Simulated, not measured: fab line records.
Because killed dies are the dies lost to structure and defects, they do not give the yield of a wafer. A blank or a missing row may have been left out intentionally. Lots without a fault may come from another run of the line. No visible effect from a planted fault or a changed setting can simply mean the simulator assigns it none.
Which tool did it? / flow n5_finfet / Sampling: 10 lots, 29 wafers, 7 of 1938 route steps

== WHAT THE GAUGES SHOWED, per wafer ==
N5_BEOL_M2_INSPECT_59: inspects for defects (darkfield).
lot=L560; measured=day 7 11:11; on=defect_inspect-02; raw_defect_count=106 92 171
lot=L562; measured=day 8 04:02; on=defect_inspect-01; raw_defect_count=101 71 71
lot=L563; measured=day 8 07:10; on=defect_inspect-01; raw_defect_count=78 60 79
lot=L566; measured=day 9 04:11; on=defect_inspect-01; raw_defect_count=110 75 62
lot=L567; measured=day 9 06:48; on=defect_inspect-01; raw_defect_count=35 43
lot=L568; measured=day 9 11:13; on=defect_inspect-01; raw_defect_count=62 77 57
lot=L571; measured=day 10 06:31; on=defect_inspect-02; raw_defect_count=47 58 68
lot=L572; measured=day 10 10:13; on=defect_inspect-01; raw_defect_count=101 63 78
lot=L573; measured=day 10 21:32; on=defect_inspect-02; raw_defect_count=54 81 111
lot=L581; measured=day 12 20:08; on=defect_inspect-01; raw_defect_count=78 59 108

N5_BEOL_M3_CD_MEAS_11: the cd target is 17.05 nm.
lot=L560; measured=day 7 12:16; on=cd_sem-01; cd_nm (nm)=16.74 16.77 16.98
lot=L562; measured=day 8 05:16; on=cd_sem-01; cd_nm (nm)=16.84 17.30 16.82
lot=L563; measured=day 8 08:07; on=cd_sem-01; cd_nm (nm)=17.11 16.63 16.86
lot=L566; measured=day 9 04:47; on=cd_sem-01; cd_nm (nm)=16.76 16.85 16.77
lot=L567; measured=day 9 07:41; on=cd_sem-03; cd_nm (nm)=17.32 17.43
lot=L568; measured=day 9 13:02; on=cd_sem-03; cd_nm (nm)=16.93 16.86 17.15
lot=L571; measured=day 10 09:30; on=cd_sem-01; cd_nm (nm)=13.48 13.48 13.46
lot=L572; measured=day 10 11:05; on=cd_sem-03; cd_nm (nm)=14.02 14.42 14.79
lot=L573; measured=day 10 22:59; on=cd_sem-01; cd_nm (nm)=15.08 15.08 15.04
lot=L581; measured=day 12 20:50; on=cd_sem-03; cd_nm (nm)=16.76 17.03 16.22

N5_BEOL_M3_CD_MEAS_18: pitch 36 nm, target cd 18 nm.
lot=L560; measured=day 7 13:12; on=cd_sem-03; cd_nm (nm)=17.7 18.0 18.4
lot=L562; measured=day 8 05:49; on=cd_sem-01; cd_nm (nm)=17.7 18.2 18.5
lot=L563; measured=day 8 08:46; on=cd_sem-03; cd_nm (nm)=17.3 18.0 17.6
lot=L566; measured=day 9 05:21; on=cd_sem-01; cd_nm (nm)=17.5 18.3 17.9
lot=L567; measured=day 9 08:26; on=cd_sem-02; cd_nm (nm)=18.2 17.9
lot=L568; measured=day 9 13:37; on=cd_sem-01; cd_nm (nm)=17.8 17.6 18.0
lot=L571; measured=day 10 10:10; on=cd_sem-01; cd_nm (nm)=14.9 15.0 14.8
lot=L572; measured=day 10 11:43; on=cd_sem-02; cd_nm (nm)=15.2 15.2 15.3
lot=L573; measured=day 10 23:32; on=cd_sem-02; cd_nm (nm)=16.3 15.9 16.1
lot=L581; measured=day 12 21:28; on=cd_sem-02; cd_nm (nm)=17.7 17.7 17.5

N5_BEOL_M4_RC_MEAS_101.
lot=L560; measured=day 8 08:42; on=prober-02; DIBL_N (mV/V)=33.6 35.6 36.6; DIBL_P (mV/V)=32.4 35.8 36.9; IOFF_N (nA/um)=0.118 0.147 0.173; IOFF_P (nA/um)=0.18 0.22 0.24; ION_N (uA/um)=668 680 691; ION_P (uA/um)=461 471 471; SS_N (mV/dec)=71.4 72.0 72.1; SS_P (mV/dec)=72.6 73.4 73.4; VT_N (mV)=257 251 248; VT_P (mV)=-248 -249 -249
lot=L562; measured=day 9 00:53; on=prober-02; DIBL_N (mV/V)=34.6 36.3 35.7; DIBL_P (mV/V)=34.7 36.2 35.8; IOFF_N (nA/um)=0.141 0.157 0.162; IOFF_P (nA/um)=0.19 0.21 0.21; ION_N (uA/um)=683 676 677; ION_P (uA/um)=467 466 469; SS_N (mV/dec)=70.9 72.1 71.3; SS_P (mV/dec)=72.6 73.3 72.5; VT_N (mV)=250 249 249; VT_P (mV)=-252 -250 -249
lot=L563; measured=day 9 02:39; on=prober-01; DIBL_N (mV/V)=34.6 37.2 35.8; DIBL_P (mV/V)=34.2 38.0 36.5; IOFF_N (nA/um)=0.129 0.189 0.154; IOFF_P (nA/um)=0.18 0.25 0.22; ION_N (uA/um)=665 684 676; ION_P (uA/um)=463 471 469; SS_N (mV/dec)=71.2 72.2 71.4; SS_P (mV/dec)=72.7 74.2 73.1; VT_N (mV)=252 248 248; VT_P (mV)=-254 -248 -250
lot=L566; measured=day 10 03:05; on=prober-02; DIBL_N (mV/V)=37.8 37.4 36.2; DIBL_P (mV/V)=38.2 37.0 36.6; IOFF_N (nA/um)=0.171 0.156 0.140; IOFF_P (nA/um)=0.24 0.21 0.21; ION_N (uA/um)=679 670 657; ION_P (uA/um)=470 456 465; SS_N (mV/dec)=72.0 71.8 71.6; SS_P (mV/dec)=74.1 73.5 73.0; VT_N (mV)=250 254 249; VT_P (mV)=-249 -249 -250
lot=L567; measured=day 10 04:53; on=prober-02; DIBL_N (mV/V)=37.8 36.9; DIBL_P (mV/V)=37.7 36.1; IOFF_N (nA/um)=0.172 0.151; IOFF_P (nA/um)=0.25 0.23; ION_N (uA/um)=677 676; ION_P (uA/um)=474 466; SS_N (mV/dec)=71.8 71.4; SS_P (mV/dec)=73.7 73.1; VT_N (mV)=247 249; VT_P (mV)=-246 -247
lot=L568; measured=day 10 05:15; on=prober-01; DIBL_N (mV/V)=38.4 35.0 34.1; DIBL_P (mV/V)=39.8 35.6 34.0; IOFF_N (nA/um)=0.223 0.157 0.149; IOFF_P (nA/um)=0.27 0.22 0.19; ION_N (uA/um)=690 676 677; ION_P (uA/um)=473 471 467; SS_N (mV/dec)=71.5 71.9 71.1; SS_P (mV/dec)=73.7 73.3 72.8; VT_N (mV)=245 247 247; VT_P (mV)=-246 -249 -251
lot=L581; measured=day 14 09:27; on=prober-01; DIBL_N (mV/V)=36.2 36.6 34.8; DIBL_P (mV/V)=36.8 36.4 36.0; IOFF_N (nA/um)=0.181 0.180 0.168; IOFF_P (nA/um)=0.23 0.23 0.23; ION_N (uA/um)=684 680 686; ION_P (uA/um)=469 468 473; SS_N (mV/dec)=71.1 70.9 71.5; SS_P (mV/dec)=73.3 72.5 73.6; VT_N (mV)=247 246 244; VT_P (mV)=-247 -248 -247

== WHAT TOOL EACH LOT RAN ON (gives the tool, then ch and the chambers of the sampled wafers, and finally the start) ==
lot=L560; N5_BEOL_M2_ANNEAL_95=pvd_sputter-02, day 7 09:59; N5_BEOL_M2_DEP_57=pecvd-04 ch 0,1,2, day 7 11:06; N5_BEOL_M3_EXPOSE_08=euv_scanner-01 ch 0, day 7 12:09
lot=L562; N5_BEOL_M2_ANNEAL_95=pvd_sputter-01, day 8 02:45; N5_BEOL_M2_DEP_57=pecvd-04 ch 0,1, day 8 03:56; N5_BEOL_M3_EXPOSE_08=euv_scanner-01 ch 0, day 8 05:08
lot=L563; N5_BEOL_M2_ANNEAL_95=pvd_sputter-03, day 8 05:41; N5_BEOL_M2_DEP_57=pecvd-01 ch 1,2, day 8 07:04; N5_BEOL_M3_EXPOSE_08=euv_scanner-01 ch 0, day 8 08:00
lot=L566; N5_BEOL_M2_ANNEAL_95=pvd_sputter-03, day 9 02:49; N5_BEOL_M2_DEP_57=pecvd-01 ch 0,1, day 9 04:05; N5_BEOL_M3_EXPOSE_08=euv_scanner-02 ch 0, day 9 04:40
lot=L567; N5_BEOL_M2_ANNEAL_95=pvd_sputter-01, day 9 05:34; N5_BEOL_M2_DEP_57=pecvd-04 ch 0,2, day 9 06:42; N5_BEOL_M3_EXPOSE_08=euv_scanner-02 ch 0, day 9 07:33
lot=L568; N5_BEOL_M2_ANNEAL_95=pvd_sputter-01, day 9 09:56; N5_BEOL_M2_DEP_57=pecvd-01 ch 0,1,2, day 9 11:07; N5_BEOL_M3_EXPOSE_08=euv_scanner-02 ch 0, day 9 12:55
lot=L571; N5_BEOL_M2_ANNEAL_95=pvd_sputter-01, day 10 05:16; N5_BEOL_M2_DEP_57=pecvd-03 ch 1,2, day 10 06:26; N5_BEOL_M3_EXPOSE_08=euv_scanner-02 ch 0, day 10 09:23
lot=L572; N5_BEOL_M2_ANNEAL_95=pvd_sputter-03, day 10 08:57; N5_BEOL_M2_DEP_57=pecvd-03 ch 1,2, day 10 10:06; N5_BEOL_M3_EXPOSE_08=euv_scanner-02 ch 0, day 10 10:58
lot=L573; N5_BEOL_M2_ANNEAL_95=pvd_sputter-01, day 10 20:08; N5_BEOL_M2_DEP_57=pecvd-03 ch 0,1,2, day 10 21:27; N5_BEOL_M3_EXPOSE_08=euv_scanner-02 ch 0, day 10 22:53
lot=L581; N5_BEOL_M2_ANNEAL_95=pvd_sputter-01, day 12 18:55; N5_BEOL_M2_DEP_57=pecvd-03 ch 0,1, day 12 20:02; N5_BEOL_M3_EXPOSE_08=euv_scanner-01 ch 0, day 12 20:43
- N5_BEOL_M2_ANNEAL_95: time 240 s.
- N5_BEOL_M2_DEP_57: deposits SiCN from 3MS/NH3, target thk 8 nm, time 14 s.
- N5_BEOL_M3_EXPOSE_08: exposes mask M3.

== WHAT THE TOOLS THEMSELVES READ (means of the sampled wafers that have a number; where no wafer has one, the mark that the record gives instead) ==
N5_BEOL_M2_ANNEAL_95.
lot=L560; tool=pvd_sputter-02; heater_power_w (W)=834
lot=L562; tool=pvd_sputter-01; heater_power_w (W)=810
lot=L563; tool=pvd_sputter-03; heater_power_w (W)=787
lot=L566; tool=pvd_sputter-03; heater_power_w (W)=774
lot=L567; tool=pvd_sputter-01; heater_power_w (W)=858
lot=L568; tool=pvd_sputter-01; heater_power_w (W)=878
lot=L571; tool=pvd_sputter-01; heater_power_w (W)=861
lot=L572; tool=pvd_sputter-03; heater_power_w (W)=707
lot=L573; tool=pvd_sputter-01; heater_power_w (W)=879
lot=L581; tool=pvd_sputter-01; heater_power_w (W)=798

N5_BEOL_M2_DEP_57.
lot=L560; tool=pecvd-04; showerhead_plenum_p_Torr (Torr)=3.659; throttle_valve_pct (%)=9.2
lot=L562; tool=pecvd-04; showerhead_plenum_p_Torr (Torr)=3.656; throttle_valve_pct (%)=9.3
lot=L563; tool=pecvd-01; showerhead_plenum_p_Torr (Torr)=3.665; throttle_valve_pct (%)=9.3
lot=L566; tool=pecvd-01; showerhead_plenum_p_Torr (Torr)=3.674; throttle_valve_pct (%)=9.5
lot=L567; tool=pecvd-04; showerhead_plenum_p_Torr (Torr)=3.679; throttle_valve_pct (%)=9.2
lot=L568; tool=pecvd-01; showerhead_plenum_p_Torr (Torr)=3.681; throttle_valve_pct (%)=9.7
lot=L571; tool=pecvd-03; showerhead_plenum_p_Torr (Torr)=3.658; throttle_valve_pct (%)=8.8
lot=L572; tool=pecvd-03; showerhead_plenum_p_Torr (Torr)=3.660; throttle_valve_pct (%)=8.5
lot=L573; tool=pecvd-03; showerhead_plenum_p_Torr (Torr)=3.662; throttle_valve_pct (%)=9.1
lot=L581; tool=pecvd-03; showerhead_plenum_p_Torr (Torr)=3.667; throttle_valve_pct (%)=9.7

N5_BEOL_M3_EXPOSE_08.
lot=L560; tool=euv_scanner-01; exposure_dose_mJ_cm2=32.95; focus_offset_nm (nm)=0.1
lot=L562; tool=euv_scanner-01; exposure_dose_mJ_cm2=32.97; focus_offset_nm (nm)=0.4
lot=L563; tool=euv_scanner-01; exposure_dose_mJ_cm2=33.02; focus_offset_nm (nm)=0.4
lot=L566; tool=euv_scanner-02; exposure_dose_mJ_cm2=32.97; focus_offset_nm (nm)=0.1
lot=L567; tool=euv_scanner-02; exposure_dose_mJ_cm2=32.92; focus_offset_nm (nm)=0.3
lot=L568; tool=euv_scanner-02; exposure_dose_mJ_cm2=32.93; focus_offset_nm (nm)=0.1
lot=L571; tool=euv_scanner-02; exposure_dose_mJ_cm2=28.16; focus_offset_nm (nm)=-0.5
lot=L572; tool=euv_scanner-02; exposure_dose_mJ_cm2=29.16; focus_offset_nm (nm)=0.0
lot=L573; tool=euv_scanner-02; exposure_dose_mJ_cm2=29.91; focus_offset_nm (nm)=0.6
lot=L581; tool=euv_scanner-01; exposure_dose_mJ_cm2=32.98; focus_offset_nm (nm)=-0.2

== THE ANSWER, worked out from the rows above alone ==
Rule: usual is defined by the lots themselves. The widest of any qualifying gaps counts: lots, ordered by their means at a reading, are off when they make up no more than a third of the lots, leave a main group of 4 or more, and stand apart from it by 3 or more times the standard deviation of that group's means. If all means in a main group match to the digits the tables above print for the reading, that group is not used. A lot without any number at a reading at which 4 lots or more have one is off too. Any other lot the step has rows for is counted as sound. Order of review: gauges by route order, followed by the tools' own readings, for which a lot's mean as printed above is used. The first step at which some lot is off is used, and at that step the reading that is off furthest; a lot without a number counts as furthest.
Off: L571, L572, L573 (N5_BEOL_M3_CD_MEAS_11, cd_nm). Main group: mean 16.93 nm, sd 0.21.
A tool fits if, at a process step before that reading, it ran every lot that is off, and no sound lot after the first of them. The gauges at N5_BEOL_M3_CD_MEAS_11 aren't tried: what is off there is off at N5_BEOL_M3_EXPOSE_08 too, on other tools, and a gauge's error can't cause that. One fits: euv_scanner-02 at N5_BEOL_M3_EXPOSE_08. Its last sound lot is L568 (day 9 12:55), its first lot that is off L571 (day 10 09:23): a fault that began between those two fits.
On the lots that are off, the tool's own readings at N5_BEOL_M3_EXPOSE_08 differ by more than 5 times the standard deviation of the sound lots' means, which bears it out; exposure_dose_mJ_cm2 reads 29.08 there versus 32.96 on the sound lots.

== WHAT HAD BEEN PUT IN BY THE SIMULATOR ==
Process parameters drifting: euv_scanner-02 at N5_BEOL_M3_EXPOSE_08, beginning at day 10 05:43. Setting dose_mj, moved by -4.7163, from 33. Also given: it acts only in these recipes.
Shown lots that were struck: L571, L572, L573. The rule above reached the same finding.
